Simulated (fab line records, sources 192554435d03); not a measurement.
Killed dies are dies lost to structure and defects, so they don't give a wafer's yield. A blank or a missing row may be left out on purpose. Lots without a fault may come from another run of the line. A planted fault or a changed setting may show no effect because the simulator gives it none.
One fault seen from 2 desks | flow n5_finfet | each desk has only its own numbers; what lay behind them comes last

THE METROLOGY DESK
What the gauges read, lot by lot, whatever tool the lot ran on: means of the sampled wafers that have a number. A lot is out of limits, marked OUT, if its mean lies more than 4 standard deviations from the usual mean; the brackets give that distance.
Columns: A = trench_depth_nm at N5_BEOL_M8_OCD_MEAS_38, usual 93.4 nm; B = cd_nm at N5_BEOL_M8_CD_MEAS_35, usual 40.0 nm
lot  | first seen here | A    | B
L424 | day 10 00:08    | 91.9 | 40.4
L430 | day 11 15:05    | 91.7 | 39.3
L432 | day 12 00:46    | 92.4 | 39.7
L439 | day 13 21:41    | 94.5 | 39.2
L440 | day 14 02:55    | 92.7 | 40.2
L444 | day 15 05:43    | 94.1 | 40.5
This desk's finding: nothing out of limits on any of the 6 lots.

THE TOOL OWNER'S DESK: ald_metal-04
The tool's own readings at N5_BEOL_M8_ALD_77 (deposits TaN, target thk 2 nm, pulse time 2 s, purge time 3 s): means of the sampled wafers that have a number, for each lot that ran on this tool. A lot is out of limits, marked OUT, if its mean lies more than 4 standard deviations from the usual mean; the brackets give that distance.
Columns: A = heater_power_w at N5_BEOL_M8_ALD_77, usual 412 W; B = mfc_carrier_sccm at N5_BEOL_M8_ALD_77, usual 1501 sccm; C = precursor_vessel_carrier_sccm at N5_BEOL_M8_ALD_77, usual 1000 sccm
lot  | first seen here | A   | B    | C
L430 | day 11 15:50    | 459 | 1501 | 1001
L439 | day 13 22:26    | 498 | 1504 | 1000
L440 | day 14 04:42    | 452 | 1503 | 1000
This desk's finding: nothing out of limits on any of the 3 lots.

PUT TOGETHER
The metrology desk saw nothing out of limits.
The tool owner's desk saw nothing out of limits.

WHAT THE SIMULATOR HAD PUT IN
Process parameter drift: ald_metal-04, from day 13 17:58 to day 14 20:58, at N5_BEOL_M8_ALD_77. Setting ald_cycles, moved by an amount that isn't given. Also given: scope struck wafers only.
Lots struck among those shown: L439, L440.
